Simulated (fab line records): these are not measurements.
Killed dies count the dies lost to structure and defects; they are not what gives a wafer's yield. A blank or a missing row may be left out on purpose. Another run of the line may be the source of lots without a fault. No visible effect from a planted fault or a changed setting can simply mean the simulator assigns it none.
Which tool did it? ; flow n5-finfet ; 9 lots, 26 wafers sampled, at 3 steps of a route of 1938

WHAT THE GAUGES READ, wafer by wafer
N5_BEOL_M0_CUTY_INSPECT_59: inspects for defects (macro).
lot;measured;on;raw-defect-count
L761;day 6 12:43;defect-inspect-02;1 1 1
L762;day 6 21:03;defect-inspect-02;3 2 2
L768;day 8 05:28;defect-inspect-01;>300 >300 292
L772;day 9 06:04;defect-inspect-02;>300 >300 >300
L773;day 9 14:19;defect-inspect-02;>300 >300 >300
L774;day 9 22:58;defect-inspect-02;2 1
L777;day 10 13:41;defect-inspect-02;2 2 5
L780;day 11 11:20;defect-inspect-02;2 4 2
L781;day 11 12:18;defect-inspect-01;0 1 2

EACH LOT AND THE TOOL THAT RAN IT (in order: tool; ch and the chambers of the sampled wafers; start)
lot;N5_BEOL_M0_SAQP_ETCH_73;N5_BEOL_M0_SAQP_ALD_48
L761;rie-diel-03 ch 0,3, day 6 11:25;ald-sin-02 ch 0,1,3, day 6 11:39
L762;rie-diel-03 ch 0,3, day 6 19:27;ald-sin-03 ch 1,2,3, day 6 19:53
L768;rie-diel-03 ch 0,1,3, day 8 04:10;ald-sin-03 ch 0,2,3, day 8 04:23
L772;rie-diel-03 ch 1,2, day 9 04:38;ald-sin-03 ch 1, day 9 04:52
L773;rie-diel-03 ch 1,2, day 9 13:08;ald-sin-03 ch 0,3, day 9 13:22
L774;rie-diel-05 ch 0,1, day 9 21:29;ald-sin-03 ch 0,3, day 9 21:56
L777;rie-diel-05 ch 0,1, day 10 12:28;ald-sin-01 ch 0,2,3, day 10 12:44
L780;rie-diel-05 ch 0,1,2, day 11 10:02;ald-sin-01 ch 0,1,3, day 11 10:16
L781;rie-diel-06 ch 1,2,3, day 11 10:59;ald-sin-02 ch 0,2,3, day 11 11:13
- N5_BEOL_M0_SAQP_ETCH_73: etches SiARC in CF4, target depth 19.5 nm, time 32.5 s.
- N5_BEOL_M0_SAQP_ALD_48: deposits SiO2, target thk 20 nm, pulse time 1 s, co reactant pulse time 1 s.

THE ANSWER, worked out from the rows above alone
Rule: usual is defined by the lots themselves. The widest of any qualifying gaps counts: lots, ordered by their means at a reading, are off when they make up no more than a third of the lots, leave a main group of 4 or more, and stand apart from it by 3 or more times the standard deviation of that group's means. A main group whose means are all the same, to the digits that the tables above print for the reading, isn't used. A lot without any number at a reading at which 4 lots or more have one is off too. Any other lot the step has rows for is counted as sound.
Off, at N5_BEOL_M0_CUTY_INSPECT_59 on raw-defect-count: L768, L772, L773. Without a number there: L772, L773. The main group has a mean of 1.9 with a standard deviation of 0.79.
A tool fits if, at a process step before that reading, it ran every lot that is off, and no sound lot after the first of them. The gauges at N5_BEOL_M0_CUTY_INSPECT_59 are tried like those tools. One candidate fits, namely rie-diel-03 at N5_BEOL_M0_SAQP_ETCH_73. A fault onset in the window from L762 (day 6 19:27, its last sound lot) to L768 (day 8 04:10, its first lot off) fits.

WHAT HAD BEEN PUT IN BY THE SIMULATOR
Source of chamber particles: rie-diel-03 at N5_BEOL_M0_SAQP_ETCH_73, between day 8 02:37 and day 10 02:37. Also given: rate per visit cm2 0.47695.
Struck lots among those shown: L768, L772, L773. The rule above found the same.
